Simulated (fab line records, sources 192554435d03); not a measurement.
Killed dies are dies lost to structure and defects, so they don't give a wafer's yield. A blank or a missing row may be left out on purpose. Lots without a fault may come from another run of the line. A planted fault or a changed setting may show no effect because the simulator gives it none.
Chamber matching | flow n5_finfet | N5_BEOL_M10_ALD_74 on ald_metal-04: 4 sister chambers
The step deposits TaN, target thk 2 nm, pulse time 2 s, purge time 3 s. 18 wafers are shown with their chamber, then 9 later ones without.

WAFERS WITH THEIR CHAMBER
wafer  | chamber | heater_power_w (W) | precursor_vessel_pressure_torr (Torr)
L076.3 | 1       | 418                | 26.31
L076.4 | 0       | 438                | 26.22
L076.6 | 0       | 421                | 26.19
L080.1 | 1       | 404                | 26.14
L080.2 | 3       | 460                | 26.29
L080.4 | 2       | 418                | 26.22
L084.3 | 1       | 414                | 26.26
L084.4 | 0       | 424                | 26.13
L084.6 | 0       | 432                | 26.26
L087.3 | 3       | 463                | 26.27
L087.4 | 1       | 431                | 26.25
L087.5 | 0       | 433                | 26.38
L089.1 | 3       | 466                | 26.33
L089.5 | 1       | 413                | 26.33
L089.6 | 0       | 420                | 26.37
L094.1 | 2       | 429                | 26.31
L094.2 | 1       | 412                | 26.26
L094.3 | 0       | 427                | 26.29

SIGNATURES (means of the wafers above)
reading                        | chamber 0 | chamber 1 | chamber 2 | chamber 3 | scatter within a chamber
heater_power_w                 | 427.86    | 415.33    | 423.50    | 463.00    | 7.31
precursor_vessel_pressure_torr | 26.2629   | 26.2583   | 26.2650   | 26.2967   | 0.0749
Rule: a wafer's distance from a chamber is the root of the sum, over the readings, of the square of ((its reading less the chamber's mean) divided by the reading's scatter). The wafer belongs to the nearest chamber; if the next one is less than 2 further off, it can't be placed. The scatter: the root of (the sum of the squares of (reading less its chamber's mean) over the shown wafers, divided by (wafers less chambers)).

WAFERS WITHOUT THEIR CHAMBER
wafer  | heater_power_w (W) | precursor_vessel_pressure_torr (Torr)
L095.2 | 416                | 26.14
L095.3 | 462                | 26.22
L095.5 | 418                | 26.19
L096.2 | 420                | 26.18
L096.4 | 430                | 26.27
L096.5 | 420                | 26.26
L097.1 | 467                | 26.20
L097.3 | 420                | 26.18
L097.5 | 422                | 26.24

WHICH CHAMBER EACH WENT THROUGH
wafer  | from the rows above          | in truth
L095.2 | can't be placed: 1 or 2 or 0 | 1
L095.3 | 3                            | 3
L095.5 | can't be placed: 1 or 2 or 0 | 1
L096.2 | can't be placed: 1 or 2 or 0 | 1
L096.4 | can't be placed: 0 or 2 or 1 | 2
L096.5 | can't be placed: 2 or 1 or 0 | 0
L097.1 | 3                            | 3
L097.3 | can't be placed: 1 or 2 or 0 | 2
L097.5 | can't be placed: 2 or 0 or 1 | 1
Placed correctly: 2 of 9. Can't be placed from these rows: 7 (the true chamber is among the candidates in 7). Placed wrongly: 0.
